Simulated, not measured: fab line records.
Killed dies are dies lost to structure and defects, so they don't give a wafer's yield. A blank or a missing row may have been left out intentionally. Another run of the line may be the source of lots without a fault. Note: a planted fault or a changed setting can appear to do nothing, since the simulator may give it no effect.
Matching of chambers -- flow nand-harc -- rie-si-01 running NHARC_P_ZERO_WELL_ETCH_63: 4 sister chambers
The step etches the open film in HBr/Cl2, target depth 120 nm, time 40.1 s. 8 wafers are shown with their chamber, then 10 later ones without.

EACH WAFER AND ITS CHAMBER
wafer,chamber,drypump-motor-current-A (A),he-backside-leak-sccm (sccm)
L077.2,1,6.0,2.31
L079.3,3,6.4,2.92
L081.3,3,6.4,2.87
L086.1,0,5.3,2.54
L086.3,2,6.5,2.86
L086.5,0,5.3,2.50
L090.1,2,6.6,3.05
L090.3,1,6.0,2.42

WAFERS WHOSE CHAMBER IS MISSING
wafer,drypump-motor-current-A (A),he-backside-leak-sccm (sccm)
L090.5,6.6,2.96
L091.4,6.4,2.52
L091.5,6.0,2.48
L091.6,6.6,3.02
L095.3,5.3,2.55
L095.5,6.4,2.70
L095.6,6.5,3.05
L097.1,6.0,2.54
L097.3,6.6,2.68
L097.4,6.4,2.90

WHICH CHAMBER EACH WENT THROUGH
wafer,from the rows above,in truth
L090.5,2,2
L091.4,3,3
L091.5,1,1
L091.6,2,2
L095.3,0,0
L095.5,3,3
L095.6,can't be placed: 2 or 3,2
L097.1,1,1
L097.3,2,2
L097.4,3,3
Correctly placed: 9 of 10. Can't be placed from these rows: 1 (the true chamber is among the candidates in 1). Number placed wrongly: 0.
How it was worked out, from the rows above alone: a wafer's distance from a chamber is the root of the sum, over the readings, of the square of ((its reading less the chamber's mean) divided by the reading's scatter). The wafer belongs to the nearest chamber; if the next one is less than 2 further off, it can't be placed. Each chamber's mean is taken over the wafers shown for it. The scatter: the root of (the sum of the squares of (reading less its chamber's mean) over the shown wafers, divided by (wafers less chambers)).
